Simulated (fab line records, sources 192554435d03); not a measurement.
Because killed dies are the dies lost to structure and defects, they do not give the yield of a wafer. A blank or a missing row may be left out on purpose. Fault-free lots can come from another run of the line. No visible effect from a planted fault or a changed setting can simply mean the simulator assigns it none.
fab line records	flow n5_finfet
record: lots: 24	wafers: 72	last_day: 17
route steps=1938 shown BEOL_M3@944
lots with no fault: from the same line, run without faults
start_h: hours from the record's first day to the start of the lot's first wafer shown	wait_h: hours elapsed since this lot's preceding step	" identical to the entry in the row above	L1.1+2: one row covering several wafers at once	- no value, or no start was given	* or withheld: withheld	< > ~ a bound
route shown NAME@n: NAME is a module with steps in the file, n the number in the route of the first one	usual: mean/standard deviation taken from wafers without a fault	same: alike in all rows	chamber/n: place in a boat	sites: each site's reading	_std_site: standard deviation across them	_edge_site: inner sites' mean taken away from outer sites' mean	radius_mm: how far each site lies from the wafer's centre	mask NAME#n: copy n	behind: the last tool/chamber to shape the wafer	hold: reason for holding the lot/hours on hold/outcome of the hold	device: the n, p or np transistor that did not switch	end of line: the same wafers' tests at the end of the route	step lacking rows: just its recipe	killed: count of dies lost to structure and defects at first sort (not the wafer's yield)	map: the dies of a wafer, with x for killed, . for not killed, _ for no die there
set.NAME: the setting the step ran with; set.NAME@STEP: the setting that earlier step ran with	model.NAME: the simulator's own value behind a step, which no gauge read
steps of the route over a sample of lots; a table a step, a row a wafer
services: the hour from which a tool's chamber was out of use, counted from the record's first day as start_h (under 0 if before that day), plus the number of hours and why
== steps ==
step: N5_BEOL_M3_CD_MEAS_11
recipe: target_cd_nm: 17.05	landing_energy_ev: 500	detector: se_inlens	polarity: opening
usual: cd_nm: 17.02/0.24
lot.wafer	tool	chamber	start_h	wait_h	cd_nm
L074.1	cd_sem-03	0	141.10	-	17.31
L074.4	"	0	"	"	17.25
L074.6	"	0	"	"	17.17
L075.1	cd_sem-03	0	150.80	-	16.87
L075.2	"	0	"	"	16.60
L075.4	"	0	"	"	17.03
L076.1	cd_sem-03	0	157.65	-	17.16
L076.3	"	0	"	"	16.98
L076.5	"	0	"	"	17.27
L077.2	cd_sem-01	0	157.85	-	16.75
L077.3	"	0	"	"	16.96
L077.4	"	0	"	"	16.73
L078.1	cd_sem-01	0	158.34	-	16.80
L078.3	"	0	"	"	17.32
L078.5	"	0	"	"	16.83
L079.1	cd_sem-03	0	170.47	-	17.50
L079.2	"	0	"	"	16.92
L079.4	"	0	"	"	16.89
L080.2	cd_sem-01	0	181.14	-	17.30
L080.4	"	0	"	"	16.54
L080.5	"	0	"	"	17.12
L081.1	cd_sem-01	0	185.65	-	16.90
L081.5	"	0	"	"	17.28
L081.6	"	0	"	"	17.09
L083.2	cd_sem-02	0	189.51	-	17.05
L083.4	"	0	"	"	16.99
L083.6	"	0	"	"	17.08
L082.1	cd_sem-02	0	192.50	-	16.97
L082.4	"	0	"	"	17.19
L082.6	"	0	"	"	17.01
L084.1	cd_sem-01	0	202.13	-	16.80
L084.2	"	0	"	"	17.22
L084.3	"	0	"	"	17.13
L085.2	cd_sem-01	0	217.85	-	17.33
L085.3	"	0	"	"	16.54
L085.6	"	0	"	"	17.06
L086.3	cd_sem-02	0	218.08	-	16.93
L086.4	"	0	"	"	16.81
L086.6	"	0	"	"	16.86
L087.1	cd_sem-01	0	218.24	-	17.28
L087.2	"	0	"	"	16.70
L087.5	"	0	"	"	16.90
L088.3	cd_sem-01	0	231.79	-	16.86
L088.4	"	0	"	"	17.64
L088.6	"	0	"	"	16.91
L089.1	cd_sem-01	0	232.23	-	16.89
L089.3	"	0	"	"	16.88
L089.4	"	0	"	"	16.96
L090.2	cd_sem-01	0	237.74	-	16.85
L090.5	"	0	"	"	16.97
L090.6	"	0	"	"	16.66
L092.1	cd_sem-02	0	246.07	-	16.80
L092.2	"	0	"	"	16.91
L092.5	"	0	"	"	17.32
L091.1	cd_sem-02	0	247.94	-	16.64
L091.4	"	0	"	"	17.05
L091.5	"	0	"	"	16.86
L093.1	cd_sem-01	0	261.21	-	17.14
L093.3	"	0	"	"	16.96
L093.4	"	0	"	"	17.30
L095.1	cd_sem-01	0	267.90	-	17.19
L095.2	"	0	"	"	16.81
L095.3	"	0	"	"	17.03
L094.2	cd_sem-02	0	271.23	-	17.37
L094.3	"	0	"	"	16.93
L094.6	"	0	"	"	17.42
L096.1	cd_sem-01	0	275.29	-	17.50
L096.4	"	0	"	"	16.84
L096.5	"	0	"	"	17.13
L097.2	cd_sem-01	0	277.51	-	16.94
L097.4	"	0	"	"	17.01
L097.5	"	0	"	"	17.13
step: N5_BEOL_M3_STRIP_66
recipe: chemistry: CF4	resist: SiARC	power_w: 300	bias_power_w: 75	pressure_mtorr: 50	cf4_flow_sccm: 150	rf_frequency_hz: 6e+07
usual: drypump_motor_current_A: 5.84/0.24	oes_product_au: 0.77/0.079	rf_vpp_V: 270.9/1.7	showerhead_plenum_p_Torr: 1.79/0.067	throttle_valve_pct: 13.65/0.26
lot.wafer	tool	chamber	start_h	wait_h	drypump_motor_current_A	oes_product_au	rf_hours_counter_h	rf_vpp_V	showerhead_plenum_p_Torr	throttle_valve_pct
L074.1	rie_diel-04	0	141.44	0.0	5.51	0.72	177	269.4	1.73	13.69
L074.4	"	1	"	"	6.01	0.85	67	269.8	1.74	13.26
L074.6	"	2	"	"	5.63	0.69	-	267.9	1.70	13.73
L075.1	rie_diel-04	3	151.13	0.0	6.20	0.75	167	271.0	1.79	13.85
L075.2	"	1	"	"	6.02	0.84	69	269.8	1.74	13.25
L075.4	"	0	"	"	5.50	0.73	179	269.9	1.73	13.68
L076.1	rie_diel-03	3	157.98	0.0	5.80	0.67	246	268.8	1.69	13.72
L076.3	"	0	"	"	6.26	0.73	170	269.9	1.78	13.81
L076.5	"	1	"	"	5.54	0.75	-	269.6	1.74	13.76
L077.2	rie_diel-04	1	158.17	0.0	5.99	0.84	71	271.7	1.74	13.26
L077.3	"	0	"	"	5.51	0.73	180	269.2	1.73	13.70
L077.4	"	2	"	"	5.63	0.68	247	268.7	1.70	13.74
L078.1	rie_diel-03	0	158.67	0.0	6.29	0.73	170	271.7	1.78	13.81
L078.3	"	1	"	"	5.56	0.74	165	269.3	1.74	13.78
L078.5	"	3	"	"	5.78	0.67	-	269.2	1.69	13.69
L079.1	rie_diel-05	3	170.80	0.0	6.02	0.74	147	269.7	1.72	13.72
L079.2	"	1	"	"	5.68	0.68	237	270.5	1.78	13.72
L079.4	"	0	"	"	5.81	0.69	223	270.2	1.77	14.02
L080.2	rie_diel-05	2	181.46	0.0	5.83	0.85	55	271.5	1.89	13.56
L080.4	"	1	"	"	5.67	0.69	241	271.2	1.77	13.71
L080.5	"	2	"	"	5.81	0.85	-	273.6	1.89	13.58
L081.1	rie_diel-05	0	185.99	0.0	5.81	0.68	228	271.1	1.77	14.03
L081.5	"	0	"	"	5.82	0.69	-	270.9	1.77	14.02
L081.6	"	3	"	"	6.01	0.74	-	269.4	1.71	13.72
L083.2	rie_diel-05	3	189.84	0.0	5.98	0.74	153	270.0	1.71	13.76
L083.4	"	1	"	"	5.67	0.68	244	271.2	1.77	13.74
L083.6	"	2	"	"	5.80	0.85	-	272.4	1.89	13.56
L082.1	rie_diel-04	3	192.83	0.0	6.20	0.73	180	270.0	1.79	13.89
L082.4	"	2	"	"	5.60	0.92	3	274.7	1.91	13.19
L082.6	"	0	"	"	5.53	0.72	-	269.7	1.73	13.71
L084.1	rie_diel-03	0	202.46	0.0	6.27	0.71	187	272.5	1.78	13.85
L084.2	"	1	"	"	5.57	0.74	182	269.1	1.74	13.80
L084.3	"	3	"	"	5.82	0.96	2	274.4	1.89	13.14
L085.2	rie_diel-03	1	218.18	0.0	5.58	0.73	185	269.8	1.73	13.80
L085.3	"	3	"	"	5.78	0.93	7	273.9	1.89	13.14
L085.6	"	1	"	"	5.59	0.73	-	269.6	1.73	13.79
L086.3	rie_diel-03	3	218.41	0.0	5.77	0.95	7	273.5	1.89	13.15
L086.4	"	0	"	"	6.29	0.72	191	271.0	1.78	13.86
L086.6	"	0	"	"	6.27	0.70	-	270.2	1.78	13.88
L087.1	rie_diel-03	1	218.81	0.0	5.57	0.73	186	269.7	1.73	13.81
L087.2	"	2	"	"	5.70	0.74	166	271.9	1.86	13.75
L087.5	"	1	"	"	5.58	0.73	-	269.9	1.73	13.81
L088.3	rie_diel-04	2	232.12	0.0	5.64	0.89	12	274.6	1.90	13.21
L088.4	"	1	"	"	5.98	0.82	93	270.5	1.74	13.32
L088.6	"	0	"	"	5.53	0.71	-	268.7	1.72	13.72
L089.1	rie_diel-03	1	232.56	0.0	5.57	0.73	189	269.9	1.73	13.81
L089.3	"	2	"	"	5.72	0.74	169	274.2	1.86	13.75
L089.4	"	0	"	"	6.25	0.71	195	270.3	1.78	13.85
L090.2	rie_diel-04	0	238.07	0.0	5.54	0.71	204	270.3	1.72	13.74
L090.5	"	2	"	"	5.58	0.89	-	273.1	1.90	13.21
L090.6	"	3	"	"	6.21	0.73	-	269.4	1.79	13.93
L092.1	rie_diel-04	3	246.66	0.0	6.22	0.72	194	269.5	1.79	13.92
L092.2	"	2	"	"	5.64	0.88	16	273.5	1.90	13.21
L092.5	"	1	"	"	6.00	0.82	-	270.7	1.74	13.34
L091.1	rie_diel-05	3	248.27	0.0	5.98	0.72	174	269.2	1.71	13.79
L091.4	"	0	"	"	5.82	0.67	249	271.4	1.77	14.07
L091.5	"	1	"	"	5.68	0.95	-	271.8	1.77	13.19
L093.1	rie_diel-03	0	261.54	0.0	6.25	0.70	205	270.7	1.77	13.91
L093.3	"	3	"	"	5.78	0.91	21	272.1	1.89	13.19
L093.4	"	1	"	"	5.59	0.72	199	269.1	1.73	13.85
L095.1	rie_diel-04	3	268.30	0.0	6.19	0.72	203	271.9	1.78	13.93
L095.2	"	2	"	"	5.60	0.86	25	273.3	1.90	13.24
L095.3	"	1	"	"	5.99	0.80	105	271.0	1.73	13.34
L094.2	rie_diel-03	2	271.71	0.0	5.67	0.73	183	273.2	1.85	13.78
L094.3	"	3	"	"	5.78	0.90	25	275.5	1.89	13.20
L094.6	"	2	"	"	5.69	0.73	-	272.3	1.85	13.80
L096.1	rie_diel-05	1	275.72	0.0	5.66	0.92	16	270.9	1.77	13.21
L096.4	"	3	"	"	5.99	0.71	183	268.4	1.71	13.81
L096.5	"	2	"	"	5.81	0.81	-	271.7	1.88	13.64
L097.2	rie_diel-03	3	277.84	0.0	5.82	0.89	27	274.8	1.89	13.18
L097.4	"	0	"	"	6.25	0.70	211	271.3	1.77	13.89
L097.5	"	0	"	"	6.29	0.69	-	271.0	1.77	13.92
step: N5_BEOL_M3_CD_MEAS_35
recipe: target_cd_nm: 18	target_cd_y_nm: 21	polarity: opening
usual: cd_nm: 17.9/0.33
lot.wafer	tool	chamber	start_h	wait_h	cd_nm
L074.1	cd_sem-02	-	143.21	0.0	18.3
L074.4	"	-	"	"	18.0
L074.6	"	-	"	"	18.0
L075.1	cd_sem-03	-	152.84	0.0	17.6
L075.2	"	-	"	"	17.5
L075.4	"	-	"	"	17.9
L078.1	cd_sem-01	-	168.73	0.0	17.5
L078.3	"	-	"	"	17.6
L078.5	"	-	"	"	18.3
L076.1	cd_sem-01	-	169.31	0.0	18.1
L076.3	"	-	"	"	18.0
L076.5	"	-	"	"	17.7
L077.2	cd_sem-01	-	169.55	0.0	18.0
L077.3	"	-	"	"	18.2
L077.4	"	-	"	"	17.9
L079.1	cd_sem-01	-	172.66	0.0	18.0
L079.2	"	-	"	"	17.6
L079.4	"	-	"	"	17.4
L080.2	cd_sem-02	-	182.97	0.0	18.0
L080.4	"	-	"	"	17.5
L080.5	"	-	"	"	17.4
L081.1	cd_sem-02	-	194.25	0.0	17.8
L081.5	"	-	"	"	18.4
L081.6	"	-	"	"	17.9
L083.2	cd_sem-02	-	197.86	0.0	18.2
L083.4	"	-	"	"	17.2
L083.6	"	-	"	"	17.7
L082.1	cd_sem-01	-	197.97	0.0	18.1
L082.4	"	-	"	"	18.0
L082.6	"	-	"	"	17.8
L084.1	cd_sem-02	-	204.19	0.0	17.8
L084.2	"	-	"	"	18.2
L084.3	"	-	"	"	17.6
L085.2	cd_sem-01	-	223.54	0.0	17.3
L085.3	"	-	"	"	17.8
L085.6	"	-	"	"	17.4
L086.3	cd_sem-02	-	223.91	0.0	18.3
L086.4	"	-	"	"	17.1
L086.6	"	-	"	"	17.6
L087.1	cd_sem-02	-	226.86	0.0	18.5
L087.2	"	-	"	"	17.8
L087.5	"	-	"	"	18.3
L088.3	cd_sem-02	-	233.96	0.0	17.7
L088.4	"	-	"	"	18.5
L088.6	"	-	"	"	18.2
L089.1	cd_sem-02	-	236.40	0.0	17.8
L089.3	"	-	"	"	17.6
L089.4	"	-	"	"	17.8
L090.2	cd_sem-01	-	239.60	0.0	17.7
L090.5	"	-	"	"	16.9
L090.6	"	-	"	"	18.1
L092.1	cd_sem-01	-	252.44	0.0	16.9
L092.2	"	-	"	"	17.8
L092.5	"	-	"	"	17.7
L091.1	cd_sem-01	-	256.15	0.0	18.1
L091.4	"	-	"	"	18.0
L091.5	"	-	"	"	18.0
L093.1	cd_sem-02	-	263.03	0.0	18.3
L093.3	"	-	"	"	18.7
L093.4	"	-	"	"	17.9
L095.1	cd_sem-02	-	272.38	0.0	17.5
L095.2	"	-	"	"	17.5
L095.3	"	-	"	"	17.7
L094.2	cd_sem-01	-	281.13	0.0	18.1
L094.3	"	-	"	"	17.6
L094.6	"	-	"	"	17.8
L096.1	cd_sem-02	-	281.86	0.0	18.3
L096.4	"	-	"	"	18.1
L096.5	"	-	"	"	18.1
L097.2	cd_sem-02	-	282.03	0.0	17.9
L097.4	"	-	"	"	17.9
L097.5	"	-	"	"	17.9
step: N5_BEOL_M3_ALD_84
recipe: material: TaN	target_thk_a: *	temp_c: 275	ald_precursor_family: PDMAT	ald_co_reactant: NH3	pressure_torr: 3	carrier_flow_sccm: 1500	pulse_time_s: 2	purge_time_s: 3	co_reactant_purge_time_s: 2	co_reactant_pulse_time_s: 3	ald_cycles: 30	precursor_vessel_temp_c: 75	precursor_vessel_pressure_torr: 26.25	precursor_vessel_carrier_sccm: 1000
usual: heater_power_w: 398/22
lot.wafer	tool	chamber	start_h	wait_h	heater_power_w
L074.1	ald_metal-02	3	143.50	0.0	396
L074.4	"	3	"	"	386
L074.6	"	2	"	"	390
L075.1	ald_metal-03	2	152.99	0.0	393
L075.2	"	3	"	"	444
L075.4	"	1	"	"	434
L078.1	ald_metal-04	0	168.92	0.0	388
L078.3	"	2	"	"	411
L078.5	"	1	"	"	379
L076.1	ald_metal-02	3	169.76	0.2	385
L076.3	"	2	"	"	387
L076.5	"	2	"	"	391
L077.2	ald_metal-03	1	170.08	0.0	439
L077.3	"	0	"	"	450
L077.4	"	3	"	"	444
L079.1	ald_metal-02	0	173.28	0.0	393
L079.2	"	3	"	"	387
L079.4	"	1	"	"	421
L080.2	ald_metal-04	2	183.14	0.1	415
L080.4	"	3	"	"	373
L080.5	"	2	"	"	420
L081.1	ald_metal-04	1	194.69	0.1	372
L081.5	"	2	"	"	423
L081.6	"	1	"	"	379
L083.2	ald_metal-04	0	198.19	0.0	392
L083.4	"	2	"	"	419
L083.6	"	1	"	"	365
L082.1	ald_metal-02	0	198.35	0.0	395
L082.4	"	2	"	"	382
L082.6	"	1	"	"	408
L084.1	ald_metal-04	0	204.67	0.0	380
L084.2	"	3	"	"	378
L084.3	"	1	"	"	377
L085.2	ald_metal-03	1	223.68	0.0	448
L085.3	"	3	"	"	429
L085.6	"	0	"	"	444
L086.3	ald_metal-04	0	224.33	0.3	387
L086.4	"	2	"	"	422
L086.6	"	0	"	"	389
L087.1	ald_metal-04	1	227.51	0.0	375
L087.2	"	0	"	"	383
L087.5	"	1	"	"	370
L088.3	ald_metal-02	0	234.52	0.3	400
L088.4	"	3	"	"	392
L088.6	"	2	"	"	397
L089.1	ald_metal-04	3	236.83	0.0	378
L089.3	"	1	"	"	385
L089.4	"	2	"	"	418
L090.2	ald_metal-04	3	240.00	0.0	377
L090.5	"	3	"	"	389
L090.6	"	0	"	"	402
L092.1	ald_metal-02	2	253.51	0.1	378
L092.2	"	3	"	"	399
L092.5	"	1	"	"	401
L091.1	ald_metal-04	0	257.04	0.0	387
L091.4	"	1	"	"	382
L091.5	"	2	"	"	419
L093.1	ald_metal-04	1	264.05	0.1	370
L093.3	"	0	"	"	396
L093.4	"	2	"	"	423
L095.1	ald_metal-03	0	272.84	0.0	450
L095.2	"	2	"	"	404
L095.3	"	3	"	"	448
L094.2	ald_metal-04	2	281.71	0.0	411
L094.3	"	1	"	"	377
L094.6	"	2	"	"	414
L096.1	ald_metal-04	1	282.08	0.0	384
L096.4	"	3	"	"	374
L096.5	"	1	"	"	374
L097.2	ald_metal-04	3	282.29	0.1	370
L097.4	"	2	"	"	406
L097.5	"	2	"	"	416
step: N5_BEOL_M3_SURFACE_TREAT_85
recipe: gas: Ar	time_s: *	ion_energy_ev: *	ion_current_ma_cm2: 0.5	pressure_mtorr: *	ar_flow_sccm: 30
usual: pressure_mtorr: *	throttle_valve_pct: *
lot.wafer	tool	chamber	start_h	wait_h	pressure_mtorr	throttle_valve_pct
L074.1	pvd_sputter-03	-	143.78	0.2	*	*
L074.4	"	-	"	"	*	*
L074.6	"	-	"	"	*	*
L075.1	pvd_sputter-02	-	153.30	0.2	*	*
L075.2	"	-	"	"	*	*
L075.4	"	-	"	"	*	*
L078.1	pvd_sputter-01	-	169.40	0.4	*	*
L078.3	"	-	"	"	*	*
L078.5	"	-	"	"	*	*
L076.1	pvd_sputter-02	-	170.04	0.2	*	*
L076.3	"	-	"	"	*	*
L076.5	"	-	"	"	*	*
L077.2	pvd_sputter-03	-	170.32	0.1	*	*
L077.3	"	-	"	"	*	*
L077.4	"	-	"	"	*	*
L079.1	pvd_sputter-01	-	173.72	0.3	*	*
L079.2	"	-	"	"	*	*
L079.4	"	-	"	"	*	*
L080.2	pvd_sputter-03	-	183.66	0.4	*	*
L080.4	"	-	"	"	*	*
L080.5	"	-	"	"	*	*
L081.1	pvd_sputter-02	-	194.92	0.1	*	*
L081.5	"	-	"	"	*	*
L081.6	"	-	"	"	*	*
L083.2	pvd_sputter-02	-	198.41	0.1	*	*
L083.4	"	-	"	"	*	*
L083.6	"	-	"	"	*	*
L082.1	pvd_sputter-02	-	198.57	0.1	*	*
L082.4	"	-	"	"	*	*
L082.6	"	-	"	"	*	*
L084.1	pvd_sputter-01	-	204.99	0.2	*	*
L084.2	"	-	"	"	*	*
L084.3	"	-	"	"	*	*
L085.2	pvd_sputter-03	-	223.93	0.1	*	*
L085.3	"	-	"	"	*	*
L085.6	"	-	"	"	*	*
L086.3	pvd_sputter-01	-	226.04	1.6	*	*
L086.4	"	-	"	"	*	*
L086.6	"	-	"	"	*	*
L087.1	pvd_sputter-02	-	227.81	0.2	*	*
L087.2	"	-	"	"	*	*
L087.5	"	-	"	"	*	*
L088.3	pvd_sputter-01	-	235.08	0.5	*	*
L088.4	"	-	"	"	*	*
L088.6	"	-	"	"	*	*
L089.1	pvd_sputter-02	-	237.15	0.2	*	*
L089.3	"	-	"	"	*	*
L089.4	"	-	"	"	*	*
L090.2	pvd_sputter-03	-	240.23	0.1	*	*
L090.5	"	-	"	"	*	*
L090.6	"	-	"	"	*	*
L092.1	pvd_sputter-03	-	253.75	0.1	*	*
L092.2	"	-	"	"	*	*
L092.5	"	-	"	"	*	*
L091.1	pvd_sputter-01	-	257.30	0.2	*	*
L091.4	"	-	"	"	*	*
L091.5	"	-	"	"	*	*
L093.1	pvd_sputter-02	-	264.37	0.2	*	*
L093.3	"	-	"	"	*	*
L093.4	"	-	"	"	*	*
L095.1	pvd_sputter-02	-	273.61	0.7	*	*
L095.2	"	-	"	"	*	*
L095.3	"	-	"	"	*	*
L094.2	pvd_sputter-01	-	281.94	0.1	*	*
L094.3	"	-	"	"	*	*
L094.6	"	-	"	"	*	*
L096.1	pvd_sputter-02	-	282.30	0.1	*	*
L096.4	"	-	"	"	*	*
L096.5	"	-	"	"	*	*
L097.2	pvd_sputter-02	-	282.55	0.2	*	*
L097.4	"	-	"	"	*	*
L097.5	"	-	"	"	*	*
step: N5_BEOL_M3_SPUTTER_92
recipe: material: Cu	target_thk_a: 45	temp_c: -20	chamber_pressure_pa: 0.07	power_w: withheld	time_s: 8.29
usual: throttle_valve_pct: 30.0/0.64
lot.wafer	tool	chamber	start_h	wait_h	throttle_valve_pct
L074.1	pvd_sputter-01	-	145.40	0.1	29.8
L074.4	"	-	"	"	30.5
L074.6	"	-	"	"	29.3
L075.1	pvd_sputter-01	-	156.53	0.1	29.7
L075.2	"	-	"	"	30.7
L075.4	"	-	"	"	30.2
L078.1	pvd_sputter-01	-	170.94	0.1	29.5
L078.3	"	-	"	"	29.9
L078.5	"	-	"	"	30.0
L076.1	pvd_sputter-02	-	171.94	0.1	29.6
L076.3	"	-	"	"	30.7
L076.5	"	-	"	"	30.7
L077.2	pvd_sputter-03	-	172.04	0.1	30.5
L077.3	"	-	"	"	29.3
L077.4	"	-	"	"	29.5
L079.1	pvd_sputter-01	-	175.26	0.1	29.6
L079.2	"	-	"	"	29.9
L079.4	"	-	"	"	30.5
L080.2	pvd_sputter-03	-	185.20	0.1	31.1
L080.4	"	-	"	"	29.3
L080.5	"	-	"	"	29.9
L081.1	pvd_sputter-03	-	196.99	0.1	30.4
L081.5	"	-	"	"	31.1
L081.6	"	-	"	"	29.7
L083.2	pvd_sputter-02	-	200.03	0.1	29.5
L083.4	"	-	"	"	31.2
L083.6	"	-	"	"	31.2
L082.1	pvd_sputter-01	-	200.35	0.1	30.1
L082.4	"	-	"	"	30.6
L082.6	"	-	"	"	30.7
L084.1	pvd_sputter-01	-	206.87	0.1	30.2
L084.2	"	-	"	"	29.8
L084.3	"	-	"	"	29.9
L085.2	pvd_sputter-03	-	225.63	0.1	29.5
L085.3	"	-	"	"	29.2
L085.6	"	-	"	"	29.6
L086.3	pvd_sputter-01	-	227.68	0.1	30.5
L086.4	"	-	"	"	30.4
L086.6	"	-	"	"	30.2
L087.1	pvd_sputter-02	-	229.41	0.1	29.2
L087.2	"	-	"	"	29.0
L087.5	"	-	"	"	29.0
L088.3	pvd_sputter-01	-	236.86	0.1	29.8
L088.4	"	-	"	"	29.7
L088.6	"	-	"	"	29.7
L089.1	pvd_sputter-01	-	238.74	0.1	30.2
L089.3	"	-	"	"	30.7
L089.4	"	-	"	"	29.9
L090.2	pvd_sputter-02	-	241.84	0.1	31.4
L090.5	"	-	"	"	30.8
L090.6	"	-	"	"	29.2
L092.1	pvd_sputter-02	-	255.39	0.1	31.0
L092.2	"	-	"	"	29.2
L092.5	"	-	"	"	30.9
L091.1	pvd_sputter-01	-	258.94	0.1	29.7
L091.4	"	-	"	"	30.1
L091.5	"	-	"	"	30.0
L093.1	pvd_sputter-03	-	266.12	0.1	29.4
L093.3	"	-	"	"	31.2
L093.4	"	-	"	"	30.2
L095.1	pvd_sputter-02	-	275.41	0.1	31.1
L095.2	"	-	"	"	30.8
L095.3	"	-	"	"	29.6
L094.2	pvd_sputter-01	-	283.50	0.1	29.4
L094.3	"	-	"	"	30.1
L094.6	"	-	"	"	29.6
L096.1	pvd_sputter-02	-	283.91	0.1	29.3
L096.4	"	-	"	"	31.3
L096.5	"	-	"	"	29.1
L097.2	pvd_sputter-03	-	284.19	0.1	30.9
L097.4	"	-	"	"	29.6
L097.5	"	-	"	"	31.0
== services ==
tool	chamber	start_h	hours	kind
ald_metal-04	-	130.95	8.7	pm
ald_metal-03	2	131.81	1.9	repair
ald_metal-02	1	140.20	31.7	repair
pvd_sputter-02	-	153.89	1.6	repair
rie_diel-05	2	156.09	5.9	repair
rie_diel-03	-	158.81	0.4	repair
rie_diel-04	2	166.33	-	clean
rie_diel-04	2	166.33	-	consumable_replace:esc
rie_diel-04	2	166.33	-	consumable_replace:focus_ring
rie_diel-03	3	173.66	-	clean
rie_diel-03	3	173.66	-	consumable_replace:focus_ring
rie_diel-03	3	173.66	-	consumable_replace:showerhead
rie_diel-03	3	173.66	21.4	scheduled_down
rie_diel-03	3	173.66	21.4	vent_cycle
ald_metal-04	2	203.07	3.3	repair
rie_diel-04	-	234.11	1.7	repair
rie_diel-04	0	248.92	19.3	repair
ald_metal-03	1	258.04	8.2	repair
rie_diel-05	-	261.73	0.6	repair
rie_diel-05	-	266.08	0.8	repair
rie_diel-04	1	276.61	5.4	repair
rie_diel-04	-	281.45	0.4	repair
ald_metal-03	-	281.58	1.9	repair
rie_diel-04	1	283.72	16.7	repair
== key ==
fault none
